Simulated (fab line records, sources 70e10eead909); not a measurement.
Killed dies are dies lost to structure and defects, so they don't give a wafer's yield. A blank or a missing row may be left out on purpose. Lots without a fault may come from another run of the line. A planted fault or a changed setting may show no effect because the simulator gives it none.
A struck lot beside a sound one | flow nand_harc | 16 steps out of a route of 1302
Sound: wafers L355.2, L355.4, L355.6. Struck: wafers L361.2, L361.3, L361.5. The cause comes at the end.
At each step with rows: each side's tool, then ch and its chambers, then its first start. Under that, the readings that differ: sound wafers | struck wafers | difference of the means | sigmas: that difference in standard deviations of wafers without a fault.
alike: readings whose means differ by less than 2 such deviations, and words and numbers that are the same on both sides. not compared: withheld readings, readings that some wafer has no value for, bounds like >300 that may hide the same value, and numbers for which the record gives no deviation and whose values overlap.
The two part at a step that has a row with sigmas, a row that says differs or no value, or rows on one side only. Numbers that don't overlap but have no deviation are shown without sigmas and don't part them. A reading that every wafer of one side lacks parts them only if that side has two wafers or more.

NHARC_A_DECK1_JOINT_INSPECT_05:
  sound on defect_inspect-02, day 12 20:10; struck on defect_inspect-01, day 15 14:49
  alike: raw_defect_count
then, 1 step without rows for these wafers: NHARC_A_ONON_D2_DEP_00 (target thk 1000 nm).
NHARC_A_ONON_D2_THK_MEAS_02: measures by ellipsometry.
  sound on film_metro-02, day 12 20:44; struck on film_metro-02, day 15 15:24
  alike: thk_nm
then, 1 step without rows for these wafers: NHARC_A_ONON_D2_DEP_03 (target thk 1000 nm).
NHARC_A_ONON_D2_THK_MEAS_05: measures by ellipsometry.
  sound on film_metro-01, day 12 21:19; struck on film_metro-01, day 15 15:58
  alike: thk_nm
then, 1 step without rows for these wafers: NHARC_A_ONON_D2_DEP_06 (target thk 1000 nm).
NHARC_A_ONON_D2_THK_MEAS_08: measures by ellipsometry.
  sound on film_metro-01, day 12 21:52; struck on film_metro-02, day 15 16:32
  alike: thk_nm
then, 1 step without rows for these wafers: NHARC_A_ONON_D2_DEP_09 (target thk 1000 nm).
NHARC_A_ONON_D2_THK_MEAS_11: measures by ellipsometry.
  sound on film_metro-01, day 12 22:28; struck on film_metro-01, day 15 17:05
  alike: thk_nm
then, 1 step without rows for these wafers: NHARC_A_ONON_D2_DEP_12 (target thk 1000 nm).
NHARC_A_ONON_D2_THK_MEAS_14: measures by ellipsometry.
  sound on film_metro-02, day 12 23:02; struck on film_metro-02, day 15 17:40
  alike: thk_nm
then, 1 step without rows for these wafers: NHARC_A_ONON_D2_ANNEAL_15 (time 3600 s).
NHARC_A_ONON_D2_DEP_16: target thk 1000 nm.
  sound on pecvd_onon-03 ch 0, day 13 06:16; struck on pecvd_onon-03 ch 0, day 16 01:12
  alike: susceptor_temp_C
NHARC_A_ONON_D2_THK_MEAS_18: measures by ellipsometry.
  sound on film_metro-01, day 13 06:43; struck on film_metro-01, day 16 01:39
  reading     | sound       | struck      | difference | sigmas
  thk_nm (nm) | 996 992 992 | 726 725 726 | -268       | -21
then, 1 step without rows for these wafers: NHARC_A_ONON_D2_DEP_19 (target thk 1000 nm).
-- the record jumps here: 11 days lie between the struck wafers' starts before and after (it left off in module A_ONON_D2 and takes up again in module END, whose first step shown is number 1302 of the route) --
NHARC_END_SORT_01:
  the record has rows for the struck wafers here (prober-01 ch 0, day 27 13:08) and none for the sound ones

WHERE THEY PART
First at NHARC_A_ONON_D2_THK_MEAS_18; last, within this record, at NHARC_END_SORT_01.

WHY: what the simulator had put in
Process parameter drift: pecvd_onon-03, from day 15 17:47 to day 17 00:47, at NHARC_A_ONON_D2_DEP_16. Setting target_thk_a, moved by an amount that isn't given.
